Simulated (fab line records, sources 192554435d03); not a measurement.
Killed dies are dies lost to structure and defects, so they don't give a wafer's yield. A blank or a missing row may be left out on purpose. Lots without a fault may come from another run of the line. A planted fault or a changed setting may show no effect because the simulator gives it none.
fab line records | flow n5_finfet
record lots=7 wafers=39
route steps=1938 shown WELL_APT@31 FIN_SAQP@130 SD_EPI_P@321 HKMG_FIN@456 MOL_CONTACT_COAG@608 BEOL_M0@738 BEOL_M2@857 BEOL_M5@1112 BEOL_M7@1299 BEOL_M9@1446 BEOL_M12@1602 BEOL_M14@1744 PASSIVATION@1915
start_h: hours from the record's first day to the start of the lot's first wafer shown | wait_h: hours since the lot's step before | " the same as in the row above | L1.1+2: a row that stands for several wafers | - no value, or no start given | * or withheld: withheld | < > ~ a bound
route shown NAME@n: a module of which the file shows steps, and the number in the route of the first | usual: mean/standard deviation of fault-free wafers | same: alike in all rows | chamber/n: place in a boat | sites: the reading at each site | _std_site: their standard deviation | _edge_site: outer sites' mean less inner sites' | radius_mm: how far each site lies from the wafer's centre | mask NAME#n: copy n | behind: the tool/chamber that last shaped the wafer | hold: why the lot was held/for how many hours/how that ended | device: the transistor (n, p or np) that didn't switch | end of line: the same wafers' tests at the end of the route | a step without rows: its recipe alone | killed: dies lost to structure and defects at the first sort, not the wafer's yield | map: a wafer's dies, x killed, . not, _ none there
set.NAME: the setting as run; set.NAME@STEP: as run at that earlier step | model.NAME: the simulator's own value behind a step, which no gauge read
lots whose settings were changed on purpose; a table a step, a row a wafer
## steps
# step N5_WELL_APT_DESCUM_13
# recipe chemistry=O2 time_s=7.9 source_power_w=50 bias_power_w=20 pressure_mtorr=20 rf_frequency_hz=2.712e+07 temp_c=40 o2_flow_sccm=225
# step N5_FIN_SAQP_ETCH_65
# recipe chemistry=CF4 target=SiO2 target_depth_a=40 ion_energy_ev=350 time_s=4.4 pressure_mtorr=10 icp_w=800 bias_w=400 cf4_flow_sccm=80
# step N5_SD_EPI_P_EPI_21
# recipe material=SiGe:B dopant=B temp_c=550 pressure_torr=20 ambient=H2 time_s=355
# step N5_HKMG_FIN_ALD_21
# recipe material=TiN target_thk_a=15 temp_c=400 ald_precursor_family=TiCl4 ald_co_reactant=NH3 pulse_time_s=1 purge_time_s=3 co_reactant_purge_time_s=2 co_reactant_pulse_time_s=2 ald_cycles=68 pressure_torr=3
# step N5_MOL_CONTACT_COAG_ALD_133
# recipe material=SiO2 target_thk_a=50 temp_c=100 ald_precursor_family=BDEAS ald_co_reactant=O2-plasma pulse_time_s=1 co_reactant_pulse_time_s=1 purge_time_s=2 co_reactant_purge_time_s=2 ald_cycles=35 pressure_torr=2
# step N5_BEOL_M0_SPUTTER_134
# recipe material=Cu target_thk_a=40 temp_c=-20 chamber_pressure_pa=0.07 power_w=withheld time_s=7.37
# step N5_BEOL_M2_DESCUM_16
# recipe chemistry=O2 time_s=7 source_power_w=50 bias_power_w=20 pressure_mtorr=20 rf_frequency_hz=2.712e+07 temp_c=40 resist=CAR-EUV o2_flow_sccm=225
# step N5_BEOL_M5_ILD_DEP_00
# recipe material=SiCOH_lowk target_thk_a=1406.4 temp_c=300 precursor=DEMS/porogen pressure_torr=5 rf_w=500 time_s=25.9
# step N5_BEOL_M7_DESCUM_33
# step N5_BEOL_M9_TRENCH_ETCH_37
# recipe chemistry=C4F6/O2 target_depth_a=1514.3 target=SiCOH_lowk time_s=49 ion_energy_ev=250 pressure_mtorr=30 source_w=345 bias_w=185 Ar_flow_sccm=300 C4F6_flow_sccm=10 O2_flow_sccm=10
# step N5_BEOL_M12_ILD_DEP_00
# recipe material=SiOC target_thk_a=6589.2 temp_c=350 precursor=DEMS/O2 pressure_torr=5 rf_w=500 time_s=130.7
# step N5_BEOL_M14_DEVELOP_27
# recipe develop_time_s=45 rinse_liquid=diw dry=air_spin dev_temp_c=21
# step N5_PASSIVATION_PECVD_53
# recipe material=SiO2 target_thk_a=8000 temp_c=400 precursor=TEOS/O2 pressure_torr=6.5 rf_w=withheld teos_flow_sccm=withheld gas=O2 flow_sccm=2650 time_s=169.4
# step N5_PASSIVATION_PROBE_49
# usual sort_bin_8_speed=0.00/0.007
# columns lot.wafer tool chamber start_h wait_h set.time_s@WELL_APT_DESCUM_13 set.time_s@FIN_SAQP_ETCH_65 set.time_s@SD_EPI_P_EPI_21 set.ald_cycles@HKMG_FIN_ALD_21 set.ald_cycles@MOL_CONTACT_COAG_ALD_133 set.time_s@BEOL_M0_SPUTTER_134 set.time_s@BEOL_M2_DESCUM_16 set.target_thk_a@BEOL_M5_ILD_DEP_00 set.time_s@BEOL_M7_DESCUM_33 set.target_depth_a@BEOL_M9_TRENCH_ETCH_37 set.target_thk_a@BEOL_M12_ILD_DEP_00 set.develop_time_s@BEOL_M14_DEVELOP_27 set.time_s@PASSIVATION_PECVD_53 sort_bin_8_speed[%]
L076.3 prober-01 - 319.13 0.1 7.9 4.4 355 68 35 7.37 7 1406.4 7 1514.3 6589.2 45 169.4 0
L076.4 prober-01 - 319.18 0.2 7.9 4.4 355 68 35 7.37 7 1406.4 7 1514.3 6589.2 45 169.4 0
L076.5 prober-01 - 319.23 0.2 7.9 4.4 355 68 35 7.37 7 1406.4 7 1514.3 6589.2 45 169.4 0
L080.1 prober-01 - 322.45 0.0 7.9 3.173 355 55 27 7.37 7 1406.4 7 1514.3 4367 45 169.4 0
L080.2 prober-01 - 322.50 0.1 7.9 4.4 355 55 35 10.2 3.052 1406.4 7 645.5 4367 64.24 169.4 0
L080.3 prober-01 - 322.55 0.1 7.9 4.4 355 68 27 7.37 3.052 2058 9.708 1514.3 6589.2 64.24 169.4 0
L080.4 prober-01 - 322.60 0.2 7.9 4.4 299.9 68 27 10.2 7 1406.4 9.708 645.5 6589.2 45 169.4 0
L080.5 prober-01 - 322.65 0.2 7.9 3.173 299.9 55 35 7.37 7 2058 9.708 1514.3 4367 45 169.4 0
L080.6 prober-01 - 322.70 0.3 7.9 3.173 299.9 68 35 10.2 3.052 2058 7 645.5 6589.2 64.24 169.4 0
L081.1 prober-01 - 332.32 0.0 5.115 4.4 355 68 48 8.757 7 2098 8.783 1514.3 6589.2 30.65 169.4 0
L081.2 prober-01 - 332.37 0.1 5.115 4.4 484.8 68 35 7.37 3.215 1406.4 7 1514.3 6589.2 30.65 228.5 0
L081.3 prober-01 - 332.42 0.1 7.9 4.4 355 68 48 7.37 3.215 1406.4 8.783 2384 6589.2 30.65 228.5 0
L081.4 prober-01 - 332.47 0.2 7.9 4.4 355 68 35 7.37 7 2098 7 2384 6589.2 45 228.5 0
L081.5 prober-01 - 332.52 0.2 7.9 4.4 484.8 68 48 8.757 3.215 2098 8.783 1514.3 6589.2 45 169.4 0
L081.6 prober-01 - 332.57 0.3 5.115 4.4 484.8 68 35 8.757 7 1406.4 7 2384 6589.2 45 169.4 0
L089.1 prober-01 - 383.79 0.0 12.15 4.4 441.3 68 30 9.561 4.536 2202 7 649.5 6589.2 71.27 207.5 0
L089.2 prober-01 - 383.84 0.1 12.15 4.4 355 32 30 9.561 4.536 1406.4 9.997 649.5 6589.2 71.27 169.4 0
L089.3 prober-01 - 383.89 0.1 7.9 4.4 441.3 32 35 7.37 7 2202 9.997 649.5 6589.2 45 207.5 0
L089.4 prober-01 - 383.94 0.2 7.9 4.4 355 68 30 7.37 7 1406.4 7 1514.3 6589.2 45 169.4 0
L089.5 prober-01 - 383.99 0.2 7.9 4.4 441.3 68 35 9.561 7 2202 7 1514.3 6589.2 71.27 207.5 0
L089.6 prober-01 - 384.04 0.3 12.15 4.4 355 32 35 7.37 4.536 1406.4 9.997 1514.3 6589.2 45 169.4 0
L091.1 prober-02 - 388.91 0.0 10.71 4.4 355 68 35 5.938 7 962 7 1514.3 3335 45 131.5 0
L091.2 prober-02 - 388.96 0.1 10.71 2.8 447.7 68 26 7.37 7 962 7 1784 3335 45 131.5 0
L091.3 prober-02 - 389.01 0.1 10.71 4.4 447.7 30 35 7.37 7 1406.4 5.685 1514.3 3335 60.16 169.4 0
L091.4 prober-02 - 389.06 0.2 7.9 2.8 355 30 26 7.37 7 1406.4 7 1784 6589.2 60.16 169.4 0
L091.5 prober-02 - 389.11 0.2 7.9 2.8 447.7 30 35 5.938 7 962 5.685 1514.3 6589.2 60.16 131.5 0
L091.6 prober-02 - 389.16 0.3 7.9 4.4 355 68 26 5.938 7 1406.4 5.685 1784 6589.2 45 169.4 0
L095.1 prober-01 - 419.74 0.0 11.29 3.537 355 85 35 7.37 4.671 1406.4 10.58 2067 6589.2 45 117.7 0
L095.2 prober-01 - 419.79 0.1 7.9 4.4 355 68 35 7.37 4.671 1681 7 1514.3 6589.2 20.38 117.7 0
L095.3 prober-01 - 419.84 0.1 7.9 3.537 355 68 46 7.37 7 1406.4 7 1514.3 10380 45 117.7 0
L095.4 prober-01 - 419.89 0.2 11.29 4.4 159.3 85 46 7.37 4.671 1681 7 2067 10380 20.38 169.4 22.46
L095.5 prober-01 - 419.94 0.2 7.9 4.4 159.3 85 46 7.37 7 1681 10.58 1514.3 10380 20.38 169.4 17.12
L095.6 prober-01 - 419.99 0.3 11.29 3.537 159.3 68 35 7.37 7 1406.4 10.58 2067 6589.2 45 169.4 88.56
L094.1 prober-01 - 440.40 0.0 7.9 4.4 355 68 35 5.475 7 1406.4 7 2154 6589.2 28.53 105.4 0
L094.2 prober-01 - 440.45 0.1 3.979 5.357 164.1 68 35 5.475 7 1688 7 2154 6589.2 28.53 169.4 88.31
L094.3 prober-01 - 440.50 0.1 3.979 5.357 164.1 50 35 7.37 7 1406.4 7 2154 6589.2 45 105.4 85.76
L094.4 prober-01 - 440.55 0.2 7.9 4.4 164.1 50 35 7.37 7 1688 7 1514.3 6589.2 45 169.4 84.07
L094.5 prober-01 - 440.60 0.2 7.9 5.357 355 50 35 5.475 7 1688 7 1514.3 6589.2 45 105.4 0
L094.6 prober-01 - 440.65 0.3 3.979 4.4 355 68 35 7.37 7 1406.4 7 1514.3 6589.2 28.53 169.4 0
# killed by level:class
L076.3 STI_FIN_REVEAL:geometric_particle:open=24 BEOL_M3:geometric_particle:open=14 MOL_CONTACT_COAG:geometric_particle:open=13 FIN_SAQP:geometric_particle:open=12 FIN_SAQP:geometric_particle:short=10 BEOL_M0:geometric_particle:short=6 BEOL_M4:coat_microbubble_printed=4 BEOL_M0_SAQP:geometric_particle:open=4
L076.4 FIN_SAQP:geometric_particle:short=8 MOL_CONTACT_COAG:geometric_particle:open=7 BEOL_M0:geometric_particle:short=7 STI_FIN_REVEAL:geometric_particle:open=5 BEOL_M0_SAQP:geometric_particle:short=5 BEOL_M2:geometric_particle:open=5 STARTING-WAFER:geometric_particle:open=5 BEOL_M4:geometric_particle:open=4
L076.5 STI_FIN_REVEAL:geometric_particle:open=7 BEOL_M1:geometric_particle:open=7 FIN_SAQP:geometric_particle:open=5 FIN_SAQP:geometric_particle:short=5 MOL_CONTACT_COAG:geometric_particle:open=4 BEOL_M1:geometric_particle:short=4 BEOL_M2:geometric_particle:open=4 BEOL_M2:geometric_particle:short=4
L080.1 MOL_CONTACT_COAG:area_ald=184 M6:area_ald=32 BEOL_M1:geometric_particle:open=14 MOL_CONTACT_COAG:geometric_particle:open=11 STI_FIN_REVEAL:geometric_particle:open=10 BEOL_M0:geometric_particle:open=6 FIN_SAQP:geometric_particle:short=5 BEOL_M0_SAQP:geometric_particle:open=5
L080.2 BEOL_M9:area_etch=1085 MOL_CONTACT_COAG:geometric_particle:open=11 FIN_SAQP:geometric_particle:open=10 STI_FIN_REVEAL:geometric_particle:open=8 FIN_SAQP:geometric_particle:short=7 BEOL_M1:geometric_particle:open=7 STARTING-WAFER:geometric_particle:short=5 GATE_CUT:geometric_particle:open=4
L080.3 BEOL_M5:area_etch=1044 MOL_CONTACT_COAG:area_ald=27 BEOL_M0_SAQP:geometric_particle:open=15 BEOL_M0_SAQP:geometric_particle:short=13 MOL_CONTACT_COAG:geometric_particle:open=12 STI_FIN_REVEAL:geometric_particle:open=8 BEOL_M0:geometric_particle:open=8 BEOL_M3:geometric_particle:open=5
L080.4 BEOL_M9:area_etch=904 MOL_CONTACT_COAG:area_ald=147 M6:area_ald=31 MOL_CONTACT_COAG:geometric_particle:open=17 STI_FIN_REVEAL:geometric_particle:open=15 BEOL_M0_SAQP:geometric_particle:short=8 BEOL_M2:geometric_particle:open=7 GATE_CUT:geometric_particle:open=4
L080.5 BEOL_M5:area_etch=1075 STI_FIN_REVEAL:geometric_particle:open=21 FIN_SAQP:geometric_particle:open=9 MOL_CONTACT_COAG:geometric_particle:open=7 BEOL_M0_SAQP:geometric_particle:open=6 BEOL_M5:geometric_particle:open=6 BEOL_M0:geometric_particle:open=5 BEOL_M0_SAQP:geometric_particle:short=4
L080.6 BEOL_M5:area_etch=1054 STI_FIN_REVEAL:geometric_particle:open=17 MOL_CONTACT_COAG:geometric_particle:open=14 BEOL_M2:geometric_particle:open=11 FIN_SAQP:geometric_particle:open=6 SPACER0:geometric_particle:open=6 MOL_CONTACT_COAG:geometric_particle:short=6 STI_FIN_REVEAL:geometric_particle:short=4
L081.1 MOL_CONTACT_COAG:area_ald=981 BEOL_M5:area_etch=82 STI_FIN_REVEAL:geometric_particle:open=13 BEOL_M0_SAQP:geometric_particle:open=10 MOL_CONTACT_COAG:geometric_particle:open=9 FIN_SAQP:geometric_particle:open=8 DUMMY_GATE:geometric_particle:open=8 BEOL_M0_SAQP:geometric_particle:short=7
L081.2 PASSIVATION:area_pecvd=1060 STI_FIN_REVEAL:geometric_particle:open=18 BEOL_M0_SAQP:geometric_particle:short=12 BEOL_M0_SAQP:geometric_particle:open=9 MOL_CONTACT_COAG:geometric_particle:open=8 BEOL_M2:geometric_particle:open=7 FIN_SAQP:geometric_particle:short=6 DUMMY_GATE:geometric_particle:open=6
L081.3 MOL_CONTACT_COAG:area_ald=1003 PASSIVATION:area_pecvd=52 BEOL_M9:area_etch=15 BEOL_M0_SAQP:geometric_particle:open=14 STI_FIN_REVEAL:geometric_particle:open=12 MOL_CONTACT_COAG:geometric_particle:open=11 BEOL_M4:geometric_particle:open=7 ILD0:geometric_particle:open=6
L081.4 BEOL_M5:area_etch=1066 FIN_SAQP:geometric_particle:open=17 STI_FIN_REVEAL:geometric_particle:open=12 MOL_CONTACT_COAG:geometric_particle:open=12 BEOL_M0_SAQP:geometric_particle:open=12 BEOL_M0_SAQP:geometric_particle:short=9 FIN_SAQP:geometric_particle:short=6 DUMMY_GATE:geometric_particle:open=6
L081.5 MOL_CONTACT_COAG:area_ald=1030 BEOL_M5:area_etch=68 BEOL_M3:geometric_particle:open=9 STI_FIN_REVEAL:geometric_particle:open=7 BEOL_M0_SAQP:geometric_particle:short=7 FIN_SAQP:geometric_particle:open=6 GATE_CUT:geometric_particle:short=6 MOL_CONTACT_COAG:geometric_particle:open=5
L081.6 BEOL_M9:area_etch=305 M6:area_ald=12 FIN_SAQP:geometric_particle:open=10 MOL_CONTACT_COAG:geometric_particle:open=9 BEOL_M0_SAQP:geometric_particle:short=5 FIN_SAQP:geometric_particle:short=4 STI_FIN_REVEAL:geometric_particle:open=4 DUMMY_GATE:geometric_particle:short=4
L089.1 BEOL_M5:area_etch=1046 STI_FIN_REVEAL:geometric_particle:open=18 FIN_SAQP:geometric_particle:short=13 MOL_CONTACT_COAG:geometric_particle:open=13 BEOL_M1:geometric_particle:open=10 BEOL_M4:geometric_particle:open=8 DUMMY_GATE:geometric_particle:open=7 MOL_CONTACT_COAG:area_ald=7
L089.2 BEOL_M9:area_etch=1024 M6:area_ald=46 MOL_CONTACT_COAG:geometric_particle:open=17 STI_FIN_REVEAL:geometric_particle:open=11 FIN_SAQP:geometric_particle:open=8 MOL_CONTACT_COAG:geometric_particle:short=7 BEOL_M1:geometric_particle:open=7 MIM_TOP_ETCH:geometric_particle:open=6
L089.3 BEOL_M5:area_etch=1083 STI_FIN_REVEAL:geometric_particle:open=14 BEOL_M4:geometric_particle:open=13 MOL_CONTACT_COAG:geometric_particle:open=12 BEOL_M1:geometric_particle:open=8 FIN_SAQP:geometric_particle:open=7 FIN_SAQP:geometric_particle:short=4 GATE_CUT:geometric_particle:short=4
L089.4 M6:area_ald=49 BEOL_M4:geometric_particle:open=14 MOL_CONTACT_COAG:geometric_particle:open=12 BEOL_M1:geometric_particle:open=11 STI_FIN_REVEAL:geometric_particle:open=10 FIN_SAQP:geometric_particle:short=9 GATE_CUT:geometric_particle:short=7 MOL_CONTACT_COAG:area_ald=5
L089.5 BEOL_M5:area_etch=1065 MOL_CONTACT_COAG:geometric_particle:open=18 BEOL_M4:geometric_particle:open=16 STI_FIN_REVEAL:geometric_particle:open=13 FIN_SAQP:geometric_particle:short=12 FIN_SAQP:geometric_particle:open=5 MOL_CONTACT_COAG:geometric_particle:short=5 BEOL_M1:geometric_particle:open=5
L089.6 MOL_CONTACT_COAG:geometric_particle:open=13 STI_FIN_REVEAL:geometric_particle:open=11 FIN_SAQP:geometric_particle:short=9 BEOL_M1:geometric_particle:open=7 FIN_SAQP:geometric_particle:open=6 GATE_CUT:geometric_particle:short=5 STI_FIN_REVEAL:geometric_particle:short=5 BEOL_M4:geometric_particle:open=5
L091.1 BEOL_M12:area_dep=70 M6:area_ald=42 BEOL_M4:geometric_particle:open=10 BEOL_M0_SAQP:geometric_particle:open=8 FIN_SAQP:geometric_particle:open=6 STI_FIN_REVEAL:geometric_particle:open=6 BEOL_M0_SAQP:geometric_particle:short=6 DUMMY_GATE:geometric_particle:open=3
L091.2 MOL_CONTACT_COAG:area_ald=375 BEOL_M12:area_dep=27 BEOL_M0_SAQP:geometric_particle:short=18 BEOL_M0_SAQP:geometric_particle:open=15 STI_FIN_REVEAL:geometric_particle:open=14 DUMMY_GATE:geometric_particle:open=9 FIN_SAQP:geometric_particle:short=6 FIN_SAQP:geometric_particle:open=5
L091.3 BEOL_M12:area_dep=62 BEOL_M0_SAQP:geometric_particle:open=13 BEOL_M2:geometric_particle:open=12 FIN_SAQP:geometric_particle:open=7 FIN_SAQP:geometric_particle:short=6 BEOL_M0_SAQP:geometric_particle:short=6 BEOL_M5:geometric_particle:open=6 BEOL_M1:geometric_particle:open=5
L091.4 MOL_CONTACT_COAG:area_ald=349 M6:area_ald=24 BEOL_M0_SAQP:geometric_particle:short=17 FIN_SAQP:geometric_particle:short=16 STI_FIN_REVEAL:geometric_particle:open=8 BEOL_M0_SAQP:geometric_particle:open=8 FIN_SAQP:geometric_particle:open=6 MOL_CONTACT_COAG:geometric_particle:open=5
L091.5 BEOL_M5:area_dep=16 BEOL_M0_SAQP:geometric_particle:short=13 FIN_SAQP:geometric_particle:short=11 BEOL_M0_SAQP:geometric_particle:open=11 FIN_SAQP:geometric_particle:open=8 MOL_CONTACT_COAG:geometric_particle:open=7 ILD0:geometric_particle:open=6 BEOL_M1:geometric_particle:open=6
L091.6 MOL_CONTACT_COAG:area_ald=347 M6:area_ald=30 BEOL_M0_SAQP:geometric_particle:short=13 MOL_CONTACT_COAG:geometric_particle:open=11 BEOL_M0_SAQP:geometric_particle:open=9 BEOL_M2:geometric_particle:open=8 BEOL_M3:geometric_particle:open=7 FIN_SAQP:geometric_particle:short=5
L095.1 FIN_SAQP:geometric_particle:open=20 BEOL_M1:geometric_particle:open=15 BEOL_M3:geometric_particle:open=11 BEOL_M4:geometric_particle:open=8 BEOL_M0_SAQP:geometric_particle:short=7 BEOL_M2:geometric_particle:open=6 BEOL_M0_SAQP:geometric_particle:open=5 MOL_CONTACT_COAG:geometric_particle:open=4
L095.2 BEOL_M4:geometric_particle:open=17 FIN_SAQP:geometric_particle:open=14 BEOL_M0_SAQP:geometric_particle:short=9 FIN_SAQP:geometric_particle:short=8 BEOL_M3:geometric_particle:open=7 BEOL_M1:geometric_particle:open=7 BEOL_M2:geometric_particle:open=6 BEOL_M0_SAQP:geometric_particle:open=4
L095.3 MOL_CONTACT_COAG:area_ald=848 FIN_SAQP:geometric_particle:open=16 FIN_SAQP:geometric_particle:short=9 STI_FIN_REVEAL:geometric_particle:open=9 BEOL_M4:geometric_particle:open=7 BEOL_M3:geometric_particle:open=6 BEOL_M5:geometric_particle:short=6 BEOL_M0_SAQP:geometric_particle:short=5
L095.4 MOL_CONTACT_COAG:area_ald=788 FIN_SAQP:geometric_particle:open=15 STI_FIN_REVEAL:geometric_particle:open=14 BEOL_M4:geometric_particle:open=11 FIN_SAQP:geometric_particle:short=9 BEOL_M3:geometric_particle:open=8 BEOL_M1:geometric_particle:open=7 MOL_CONTACT_COAG:geometric_particle:open=6
L095.5 MOL_CONTACT_COAG:area_ald=823 BEOL_M3:geometric_particle:open=12 FIN_SAQP:geometric_particle:open=11 BEOL_M4:geometric_particle:open=9 MOL_CONTACT_COAG:geometric_particle:open=6 GATE_CUT:geometric_particle:short=5 FIN_SAQP:geometric_particle:short=4 BEOL_M0_SAQP:geometric_particle:open=4
L095.6 FIN_SAQP:geometric_particle:open=12 STI_FIN_REVEAL:geometric_particle:open=8 M6:area_ald=8 BEOL_M3:geometric_particle:open=7 FIN_SAQP:geometric_particle:short=6 BEOL_M1:geometric_particle:open=5 GATE_CUT:geometric_particle:short=4 MOL_CONTACT_COAG:geometric_particle:open=4
L094.1 M6:area_ald=47 FIN_SAQP:geometric_particle:open=29 BEOL_M0_SAQP:geometric_particle:open=16 FIN_SAQP:geometric_particle:short=10 BEOL_M2:geometric_particle:open=10 BEOL_M0_SAQP:geometric_particle:short=9 MOL_CONTACT_COAG:geometric_particle:open=8 BEOL_M1:geometric_particle:short=8
L094.2 MOL_CONTACT_COAG:geometric_particle:open=27 FIN_SAQP:geometric_particle:short=16 FIN_SAQP:geometric_particle:open=12 BEOL_M0_SAQP:geometric_particle:short=11 BEOL_M0_SAQP:geometric_particle:open=10 MOL_CONTACT_COAG:geometric_particle:short=9 BEOL_M2:geometric_particle:open=6 BEOL_M3:geometric_particle:open=6
L094.3 M6:area_ald=36 FIN_SAQP:geometric_particle:open=23 FIN_SAQP:geometric_particle:short=19 BEOL_M3:geometric_particle:open=14 BEOL_M2:geometric_particle:open=10 MOL_CONTACT_COAG:geometric_particle:open=8 BEOL_M0_SAQP:geometric_particle:open=7 BEOL_M0_SAQP:geometric_particle:short=6
L094.4 M6:area_ald=44 FIN_SAQP:geometric_particle:open=20 BEOL_M0_SAQP:geometric_particle:short=17 BEOL_M3:geometric_particle:open=13 BEOL_M0_SAQP:geometric_particle:open=12 BEOL_M2:geometric_particle:open=12 FIN_SAQP:geometric_particle:short=11 MOL_CONTACT_COAG:geometric_particle:open=9
L094.5 FIN_SAQP:geometric_particle:short=20 FIN_SAQP:geometric_particle:open=17 BEOL_M2:geometric_particle:open=15 MOL_CONTACT_COAG:geometric_particle:open=15 BEOL_M0_SAQP:geometric_particle:open=9 DUMMY_GATE:geometric_particle:open=6 GATE_CUT:geometric_particle:short=6 BEOL_M0_SAQP:geometric_particle:short=6
L094.6 BEOL_M3:geometric_particle:open=14 BEOL_M2:geometric_particle:open=14 FIN_SAQP:geometric_particle:short=11 FIN_SAQP:geometric_particle:open=10 BEOL_M0_SAQP:geometric_particle:open=10 MOL_CONTACT_COAG:geometric_particle:open=7 BEOL_M4:geometric_particle:open=7 GATE_CUT:geometric_particle:short=6
## key
split step=N5_WELL_APT_DESCUM_13 setting=time_s stated_as=7.9
response none clear
split step=N5_FIN_SAQP_ETCH_65 setting=time_s stated_as=4.4
response none clear
split step=N5_SD_EPI_P_EPI_21 setting=time_s stated_as=355
response step=N5_PASSIVATION_PROBE_49 reading=sort_bin_8_speed slope=-0.979 per=1% together_with=all explained=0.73
split step=N5_HKMG_FIN_ALD_21 setting=ald_cycles stated_as=68
response none clear
split step=N5_MOL_CONTACT_COAG_ALD_133 setting=ald_cycles stated_as=35
response none clear
split step=N5_BEOL_M0_SPUTTER_134 setting=time_s stated_as=7.37
response none clear
split step=N5_BEOL_M2_DESCUM_16 setting=time_s stated_as=7
response none clear
split step=N5_BEOL_M5_ILD_DEP_00 setting=target_thk_a stated_as=1406.4
response none clear
split step=N5_BEOL_M7_DESCUM_33 setting=time_s stated_as=7
response none clear
split step=N5_BEOL_M9_TRENCH_ETCH_37 setting=target_depth_a stated_as=1514.3
response none clear
split step=N5_BEOL_M12_ILD_DEP_00 setting=target_thk_a stated_as=6589.2
response none clear
split step=N5_BEOL_M14_DEVELOP_27 setting=develop_time_s stated_as=45
response none clear
split step=N5_PASSIVATION_PECVD_53 setting=time_s stated_as=169.4
response none clear
